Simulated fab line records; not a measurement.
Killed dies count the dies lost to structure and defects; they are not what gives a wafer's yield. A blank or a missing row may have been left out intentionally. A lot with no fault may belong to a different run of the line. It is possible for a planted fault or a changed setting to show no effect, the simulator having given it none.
Chamber matching || flow n5-finfet || N5_BEOL_M13_VIA_ETCH_16 on rie-diel-02 has 4 sister chambers
The step etches SiOC in C4F8/O2/Ar, target depth 921.7 nm. 8 wafers are shown with their chamber, then 7 later ones without.

== EACH WAFER AND ITS CHAMBER ==
{"wafer": "L080.2", "chamber": 1, "drypump-motor-current-A (A)": 6.0, "showerhead-plenum-p-Torr (Torr)": 3.65}
{"wafer": "L080.4", "chamber": 2, "drypump-motor-current-A (A)": 5.5, "showerhead-plenum-p-Torr (Torr)": 3.54}
{"wafer": "L080.6", "chamber": 1, "drypump-motor-current-A (A)": 6.0, "showerhead-plenum-p-Torr (Torr)": 3.65}
{"wafer": "L082.2", "chamber": 0, "drypump-motor-current-A (A)": 5.8, "showerhead-plenum-p-Torr (Torr)": 3.57}
{"wafer": "L082.5", "chamber": 3, "drypump-motor-current-A (A)": 6.0, "showerhead-plenum-p-Torr (Torr)": 3.47}
{"wafer": "L082.6", "chamber": 0, "drypump-motor-current-A (A)": 5.8, "showerhead-plenum-p-Torr (Torr)": 3.57}
{"wafer": "L091.2", "chamber": 2, "drypump-motor-current-A (A)": 5.5, "showerhead-plenum-p-Torr (Torr)": 3.53}
{"wafer": "L091.3", "chamber": 3, "drypump-motor-current-A (A)": 5.9, "showerhead-plenum-p-Torr (Torr)": 3.46}

== WAFERS WITH NO CHAMBER GIVEN ==
{"wafer": "L091.6", "drypump-motor-current-A (A)": 5.8, "showerhead-plenum-p-Torr (Torr)": 3.56}
{"wafer": "L093.1", "drypump-motor-current-A (A)": 5.5, "showerhead-plenum-p-Torr (Torr)": 3.53}
{"wafer": "L093.2", "drypump-motor-current-A (A)": 5.9, "showerhead-plenum-p-Torr (Torr)": 3.46}
{"wafer": "L093.5", "drypump-motor-current-A (A)": 5.8, "showerhead-plenum-p-Torr (Torr)": 3.56}
{"wafer": "L094.1", "drypump-motor-current-A (A)": 5.5, "showerhead-plenum-p-Torr (Torr)": 3.52}
{"wafer": "L094.5", "drypump-motor-current-A (A)": 5.5, "showerhead-plenum-p-Torr (Torr)": 3.52}
{"wafer": "L094.6", "drypump-motor-current-A (A)": 5.9, "showerhead-plenum-p-Torr (Torr)": 3.46}

== EACH ONE'S CHAMBER ==
{"wafer": "L091.6", "from the rows above": 0, "in truth": 0}
{"wafer": "L093.1", "from the rows above": 2, "in truth": 2}
{"wafer": "L093.2", "from the rows above": 3, "in truth": 3}
{"wafer": "L093.5", "from the rows above": 0, "in truth": 0}
{"wafer": "L094.1", "from the rows above": 2, "in truth": 2}
{"wafer": "L094.5", "from the rows above": 2, "in truth": 2}
{"wafer": "L094.6", "from the rows above": 3, "in truth": 3}
Placed correctly: 7 of 7. Left unplaced by these rows: 0. 0 placed wrongly.
How it was worked out, from the rows above alone: a wafer's distance from a chamber is the root of the sum, over the readings, of the square of ((its reading less the chamber's mean) divided by the reading's scatter). If the next closest chamber is less than 2 further off than the closest, the wafer can't be placed; otherwise it belongs to the closest. Each chamber's mean is taken over the wafers shown for it. How the scatter is found: for the shown wafers, subtract from each reading the mean of its chamber, square and add these, divide the total by (wafers less chambers), then take the root.
